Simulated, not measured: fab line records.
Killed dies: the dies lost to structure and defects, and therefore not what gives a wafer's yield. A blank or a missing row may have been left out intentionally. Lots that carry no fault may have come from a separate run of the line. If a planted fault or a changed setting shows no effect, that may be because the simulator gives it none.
8D (eight disciplines) problem report, filled in by code    flow nand-harc    the parts of the form that need people (team, actions taken, sign-off) are left out

== 1. THE ISSUE ==
Mean of killed-at-array at NHARC_END_SORT_01: 88 across 4 wafers in 3 lots; on wafers with no fault it is 26 (standard deviation 9). Relative to the usual mean, that is a shift of +6.9 standard deviations.
The first sign was on wafer L601.3 at day 22 11:40, on prober-01. The record holds 9 wafers of 3 lots with a number at this step. The rule behind "out" and "out of limits": a value lying over 4 standard deviations away from the usual mean. The other wafers with a number count as sound.

== 2. WHAT THIS IS AND IS NOT ==
question                     is                              is not
which readings at this step  killed-at-array, killed-dies    killed-at-other, killed-at-periphery, killed-open, killed-short
which lots                   L601, L602, L604                -
which wafers of those lots   L601.3, L601.4, L602.3, L604.3  L601.5, L602.1, L602.6, L604.1, L604.6
read on which gauges         prober-01                       -
when                         from day 22 11:40               up to then (0 sound wafers); but 5 sound wafers of L601, L602, L604 came after

== 3. WHAT RULES OUT EACH SUSPECT ==
Counting: a tool at a process step up to the reading stays a suspect if it ran every lot that is out. Sound lots after the first of them don't rule it out here, since some wafers of a struck lot are sound.
- the gauge at NHARC_END_SORT_01 is ruled out. All the wafers that are out were read on prober-01, but those of them that NHARC_A_STAIRCASE_TRIM_24 has rows for are out there too, on other tools.
- rie-diel-06 at NHARC_A_STAIRCASE_TRIM_24 (chemistry O2, time 211.2 s): kept. It ran every lot that is out, first L601 (day 14 11:44). On those wafers its own readings are out: oes-product-au.
- rie-diel-06 at NHARC_A_STAIRCASE_TRIM_26 (chemistry O2, time 211.2 s): kept. It ran every lot that is out, first L601 (day 14 12:32). NHARC_A_STAIRCASE_TRIM_26: start missing for some lots; hours and lot order therefore follow NHARC_A_STAIRCASE_STRIP_175.
The count leaves rie-diel-06 at NHARC_A_STAIRCASE_TRIM_26 and rie-diel-06 at NHARC_A_STAIRCASE_TRIM_24.

== 4. THE CAUSE (what the simulator had put in) ==
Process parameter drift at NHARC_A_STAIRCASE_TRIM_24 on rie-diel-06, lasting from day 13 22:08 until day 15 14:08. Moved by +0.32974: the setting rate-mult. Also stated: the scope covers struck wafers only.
Counting left 2 suspects, and this tool is among them.

== 5. THE EFFECT CHAIN, in route order ==
Rows list readings where the struck wafers' mean (over those with a number) sits beyond 3 standard deviations from the usual. Readings are gone through only where the record gives a usual standard deviation; hours: the median, over the lots, of the time from a lot's start at the first step in this table giving one to that lot's start at this step; sigmas: the change measured in usual standard deviations.
hours  step                       reading          usual       on struck wafers  change  sigmas
0      NHARC_A_STAIRCASE_TRIM_24  oes-product-au   0.999 a.u.  1.206             +0.207  +19
195    NHARC_END_SORT_01          killed-at-array  26          88                +62     +6.9
195    NHARC_END_SORT_01          killed-dies      30          91                +61     +6.7
Process steps it contains:
- NHARC_A_STAIRCASE_TRIM_24: chemistry O2, time 211.2 s.

== 6. WHAT WOULD HAVE CAUGHT IT SOONER ==
In this record the first reading out of limits at a measuring or inspecting step was taken at day 22 11:40, 206 hours after the fault began at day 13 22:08.
The tool's own readings at NHARC_A_STAIRCASE_TRIM_24 were out on every struck wafer that the step has a row for (oes-product-au): an alarm limit on them would have fired on the first of those.
Lots out: 3; all had begun NHARC_A_STAIRCASE_TRIM_24 on rie-diel-06 by day 22 11:40. Holding the tool at that point would not have protected any of them.
